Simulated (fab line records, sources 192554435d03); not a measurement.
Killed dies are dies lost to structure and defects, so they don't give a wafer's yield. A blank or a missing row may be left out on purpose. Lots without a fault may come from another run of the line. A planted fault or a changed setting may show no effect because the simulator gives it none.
Which tool did it? | flow n5_finfet | 15 lots, 43 wafers sampled, at 5 steps of a route of 1938

WHAT THE GAUGES READ, wafer by wafer
N5_BEOL_M15_OVL_MEAS_11. Usual: V14_OVL 2 nm, standard deviation 6.
lot  | measured     | on         | V14_OVL (nm) | flag
L680 | day 11 10:43 | overlay-02 | 0 4 3        |
L681 | day 11 23:10 | overlay-02 | 2 0 -2       |
L684 | day 12 12:22 | overlay-02 | -3 5 1       |
L682 | day 12 17:02 | overlay-02 | 6 -2 3       |
L685 | day 13 13:22 | overlay-02 | -1 -1 -3     |
L694 | day 15 03:55 | overlay-01 | 6 7 3        |
L692 | day 15 09:43 | overlay-02 | 1 0 -4       |
L695 | day 15 12:16 | overlay-01 | 3 16 12      |
L693 | day 15 12:43 | overlay-01 | -3 -8 -11    |
L696 | day 15 13:29 | overlay-02 | 11 -1 9      |
L698 | day 15 14:38 | overlay-02 | -6 -4        |
L699 | day 16 12:39 | overlay-02 | 1 11         |
L700 | day 16 23:37 | overlay-02 | 4 13 12      |
L703 | day 17 02:16 | overlay-01 | -5 -6 13     |
L702 | day 17 12:41 | overlay-01 | 1 10 -7      |

N5_BEOL_M15_CD_MEAS_17: target cd 360 nm. Usual: cd_nm 361.0 nm, standard deviation 2.2.
lot  | measured     | on        | cd_nm (nm)        | flag
L680 | day 11 11:19 | cd_sem-03 | 360.1 358.8 360.9 |
L681 | day 11 23:44 | cd_sem-01 | 360.7 360.2 358.9 |
L684 | day 12 12:56 | cd_sem-03 | 361.9 363.0 361.6 |
L682 | day 12 17:36 | cd_sem-02 | 361.1 357.6 359.6 |
L685 | day 13 14:13 | cd_sem-01 | 357.3 357.4 360.8 |
L694 | day 15 04:28 | cd_sem-03 | - - -             | OFF
L692 | day 15 10:16 | cd_sem-02 | - - -             | OFF
L695 | day 15 12:49 | cd_sem-03 | 361.8 362.6 360.9 |
L693 | day 15 13:21 | cd_sem-01 | - - -             | OFF
L696 | day 15 14:02 | cd_sem-02 | 358.7 361.7 361.1 |
L698 | day 15 15:11 | cd_sem-03 | 364.5 360.7       |
L699 | day 16 13:14 | cd_sem-01 | 358.4 364.7       |
L700 | day 17 00:49 | cd_sem-01 | 363.0 362.8 360.3 |
L703 | day 17 02:49 | cd_sem-02 | 360.1 360.3 358.0 |
L702 | day 17 13:15 | cd_sem-02 | 358.5 361.9 359.4 |

WHICH TOOL RAN EACH LOT (tool, then ch and the chambers of the sampled wafers, then the start)
lot  | N5_BEOL_M15_ILD_DEP_00          | N5_BEOL_M15_DESCUM_15              | N5_BEOL_M15_VIA_ETCH_16
L680 | pecvd-03 ch 0,2, day 11 09:59   | rie_diel-04 ch 0,1,3, day 11 10:49 | rie_diel-04 ch 0,1,3, day 11 10:54
L681 | pecvd-01 ch 0,1,2, day 11 22:26 | rie_diel-03 ch 1,2, day 11 23:14   | rie_diel-03 ch 1,2, day 11 23:19
L684 | pecvd-01 ch 0,1, day 12 11:40   | rie_diel-05 ch 0,2,3, day 12 12:26 | rie_diel-05 ch 0,2,3, day 12 12:31
L682 | pecvd-02 ch 0,2, day 12 16:20   | rie_diel-04 ch 1,3, day 12 17:06   | rie_diel-04 ch 1,3, day 12 17:11
L685 | pecvd-02 ch 1,2, day 13 12:46   | rie_diel-04 ch 0,1,3, day 13 13:43 | rie_diel-04 ch 0,1,3, day 13 13:47
L694 | pecvd-02 ch 0,1,2, day 15 03:12 | rie_diel-04 ch 0,3, day 15 03:58   | rie_diel-04 ch 0,3, day 15 04:03
L692 | pecvd-02 ch 0,1, day 15 09:01   | rie_diel-04 ch 0,1, day 15 09:46   | rie_diel-04 ch 0,1, day 15 09:52
L695 | pecvd-01 ch 1,2, day 15 11:40   | rie_diel-04 ch 0,1, day 15 12:19   | rie_diel-04 ch 0,1, day 15 12:24
L693 | pecvd-01 ch 0,1, day 15 12:08   | rie_diel-05 ch 0,1,3, day 15 12:51 | rie_diel-05 ch 0,1,3, day 15 12:56
L696 | pecvd-01 ch 0,1,2, day 15 12:46 | rie_diel-03 ch 1,2,3, day 15 13:32 | rie_diel-03 ch 1,2,3, day 15 13:38
L698 | pecvd-01 ch 0,2, day 15 13:55   | rie_diel-03 ch 0,2, day 15 14:41   | rie_diel-03 ch 0,2, day 15 14:46
L699 | pecvd-03 ch 0,1, day 16 12:11   | rie_diel-05 ch 0,3, day 16 12:45   | rie_diel-05 ch 0,3, day 16 12:56
L700 | pecvd-02 ch 0,2, day 16 22:54   | rie_diel-04 ch 0,1,3, day 17 00:19 | rie_diel-04 ch 0,1,3, day 17 00:25
L703 | pecvd-02 ch 0,1,2, day 17 01:40 | rie_diel-05 ch 0,1, day 17 02:19   | rie_diel-05 ch 0,1, day 17 02:24
L702 | pecvd-01 ch 0,2, day 17 12:07   | rie_diel-04 ch 0,1,3, day 17 12:45 | rie_diel-04 ch 0,1,3, day 17 12:50
- N5_BEOL_M15_ILD_DEP_00: deposits SiO2 from TEOS/O2, target thk 1629.3 nm, time 346.1 s.
- N5_BEOL_M15_DESCUM_15: chemistry O2, time 7.9 s.
- N5_BEOL_M15_VIA_ETCH_16: etches SiO2 in C4F8/O2/Ar, target depth 1792.2 nm.

WHAT THE TOOLS THEMSELVES READ (means of the sampled wafers that have a number; where no wafer has one, the mark that the record gives instead)
N5_BEOL_M15_ILD_DEP_00. Usual: chamber_pressure_Torr 6.500 Torr, standard deviation 0.016; heater_power_w 604 W, standard deviation 130; showerhead_plenum_p_Torr 8.337 Torr, standard deviation 0.023; throttle_valve_pct 18.5 %, standard deviation 0.84.
lot  | tool     | chamber_pressure_Torr (Torr) | heater_power_w (W) | showerhead_plenum_p_Torr (Torr) | throttle_valve_pct (%) | flag
L680 | pecvd-03 | 6.515                        | 636                | 8.322                           | 18.0                   |
L681 | pecvd-01 | 6.494                        | 783                | 8.322                           | 18.7                   |
L684 | pecvd-01 | 6.512                        | 643                | 8.338                           | 19.1                   |
L682 | pecvd-02 | 6.503                        | 452                | 8.331                           | 18.1                   |
L685 | pecvd-02 | 6.514                        | 451                | 8.341                           | 18.9                   |
L694 | pecvd-02 | 6.480                        | 475                | 8.338                           | 18.6                   |
L692 | pecvd-02 | 6.509                        | 474                | 8.326                           | 18.8                   |
L695 | pecvd-01 | 6.487                        | 777                | 8.309                           | 18.3                   |
L693 | pecvd-01 | 6.500                        | 695                | 8.341                           | 19.1                   |
L696 | pecvd-01 | 6.494                        | 681                | 8.323                           | 18.7                   |
L698 | pecvd-01 | 6.482                        | 765                | 8.337                           | 18.4                   |
L699 | pecvd-03 | 6.476                        | 629                | 8.337                           | 18.8                   |
L700 | pecvd-02 | 6.510                        | 477                | 8.357                           | 18.0                   |
L703 | pecvd-02 | 6.502                        | 474                | 8.338                           | 18.4                   |
L702 | pecvd-01 | 6.514                        | 647                | 8.358                           | 18.7                   |

N5_BEOL_M15_DESCUM_15. Usual: drypump_motor_current_A 5.6 A, standard deviation 0.46; oes_product_au 0.80 a.u., standard deviation 0.079; rf_vpp_V 243.2 V, standard deviation 1.5; showerhead_plenum_p_Torr 2.10 Torr, standard deviation 0.084; throttle_valve_pct 20.4 %, standard deviation 0.33.
lot  | tool        | drypump_motor_current_A (A) | oes_product_au (a.u.) | rf_vpp_V (V) | showerhead_plenum_p_Torr (Torr) | throttle_valve_pct (%) | flag
L680 | rie_diel-04 | 5.6                         | 0.88                  | 243.9        | 2.10                            | 20.2                   |
L681 | rie_diel-03 | 5.6                         | 0.75                  | 241.8        | 2.03                            | 20.4                   |
L684 | rie_diel-05 | 5.8                         | 0.80                  | 242.8        | 2.09                            | 20.5                   |
L682 | rie_diel-04 | 5.3                         | 0.86                  | 243.8        | 2.16                            | 20.0                   |
L685 | rie_diel-04 | 5.6                         | 0.84                  | 243.2        | 2.09                            | 20.2                   |
L694 | rie_diel-04 | 6.0                         | 0.79                  | 244.0        | 2.08                            | 20.4                   |
L692 | rie_diel-04 | 5.4                         | 0.85                  | 242.6        | 2.02                            | 20.3                   |
L695 | rie_diel-04 | 5.4                         | 0.84                  | 242.8        | 2.02                            | 20.3                   |
L693 | rie_diel-05 | 5.6                         | 0.78                  | 242.6        | 2.05                            | 20.4                   |
L696 | rie_diel-03 | 5.6                         | 0.86                  | 244.8        | 2.16                            | 20.3                   |
L698 | rie_diel-03 | 5.8                         | 0.81                  | 244.3        | 2.21                            | 20.6                   |
L699 | rie_diel-05 | 5.7                         | 0.81                  | 242.2        | 2.07                            | 20.4                   |
L700 | rie_diel-04 | 5.6                         | 0.81                  | 242.8        | 2.08                            | 20.2                   |
L703 | rie_diel-05 | 5.7                         | 0.75                  | 241.2        | 2.00                            | 20.3                   |
L702 | rie_diel-04 | 5.6                         | 0.80                  | 243.2        | 2.08                            | 20.3                   |

N5_BEOL_M15_VIA_ETCH_16. Usual: C4F8_flow_sccm 16.00 sccm, standard deviation 0.047; O2_flow_sccm 11.99 sccm, standard deviation 0.036; drypump_motor_current_A 5.6 A, standard deviation 0.46; oes_o_777_au 0.80 a.u., standard deviation 0.066; oes_product_au 0.72 a.u., standard deviation 0.07; rf_vpp_V 2226 V, standard deviation 41; showerhead_plenum_p_Torr 3.44 Torr, standard deviation 0.12; throttle_valve_pct 30.87 %, standard deviation 0.27.
lot  | tool        | C4F8_flow_sccm (sccm) | O2_flow_sccm (sccm) | drypump_motor_current_A (A) | oes_o_777_au (a.u.) | oes_product_au (a.u.) | rf_vpp_V (V) | showerhead_plenum_p_Torr (Torr) | throttle_valve_pct (%) | flag
L680 | rie_diel-04 | 15.95                 | 11.96               | 5.6                         | 0.87                | 0.79                  | 2233         | 3.45                            | 30.72                  |
L681 | rie_diel-03 | 15.99                 | 11.96               | 5.6                         | 0.75                | 0.68                  | 2243         | 3.35                            | 30.88                  |
L684 | rie_diel-05 | 15.98                 | 12.01               | 5.7                         | 0.81                | 0.72                  | 2201         | 3.42                            | 30.93                  |
L682 | rie_diel-04 | 15.95                 | 12.02               | 5.3                         | 0.85                | 0.78                  | 2254         | 3.56                            | 30.52                  |
L685 | rie_diel-04 | 16.00                 | 12.02               | 5.6                         | 0.84                | 0.77                  | 2232         | 3.44                            | 30.73                  |
L694 | rie_diel-04 | -                     | -                   | -                           | -                   | -                     | -            | -                               | -                      | OFF
L692 | rie_diel-04 | -                     | -                   | -                           | -                   | -                     | -            | -                               | -                      | OFF
L695 | rie_diel-04 | 16.01                 | 12.01               | 5.4                         | 0.83                | 0.76                  | 2238         | 3.34                            | 30.81                  |
L693 | rie_diel-05 | -                     | -                   | -                           | -                   | -                     | -            | -                               | -                      | OFF
L696 | rie_diel-03 | 16.01                 | 11.99               | 5.6                         | 0.87                | 0.79                  | 2262         | 3.55                            | 30.87                  |
L698 | rie_diel-03 | 16.02                 | 12.01               | 5.9                         | 0.80                | 0.72                  | 2242         | 3.59                            | 30.96                  |
L699 | rie_diel-05 | 15.96                 | 12.01               | 5.8                         | 0.81                | 0.72                  | 2186         | 3.40                            | 30.87                  |
L700 | rie_diel-04 | 15.98                 | 12.00               | 5.6                         | 0.80                | 0.73                  | 2230         | 3.43                            | 30.75                  |
L703 | rie_diel-05 | 15.99                 | 11.98               | 5.7                         | 0.74                | 0.67                  | 2250         | 3.27                            | 30.42                  |
L702 | rie_diel-04 | 16.01                 | 12.01               | 5.6                         | 0.80                | 0.72                  | 2230         | 3.43                            | 30.75                  |

THE ANSWER, worked out from the rows above alone
Rule: a lot is off if the mean of its wafers that have a number lies more than 3 standard deviations from the usual mean. A lot without any number at a reading at which 4 lots or more have one is off too. The other lots that the step has rows for count as sound. The gauges are gone through in route order, then the tools' own readings, and for those a lot's mean is taken as printed above. The first step at which some lot is off is used, and at that step the reading that is off furthest; a lot without a number counts as furthest.
Off: L694, L692, L693, at N5_BEOL_M15_CD_MEAS_17 (cd_nm). Without a number there: L694, L692, L693.
A tool fits if, at a process step before that reading, it ran every lot that is off, and no sound lot after the first of them. The gauges at N5_BEOL_M15_CD_MEAS_17 aren't tried: what is off there is off at N5_BEOL_M15_VIA_ETCH_16 too, on other tools, and a gauge's error can't cause that. None of those tried fits.

WHAT THE SIMULATOR HAD PUT IN
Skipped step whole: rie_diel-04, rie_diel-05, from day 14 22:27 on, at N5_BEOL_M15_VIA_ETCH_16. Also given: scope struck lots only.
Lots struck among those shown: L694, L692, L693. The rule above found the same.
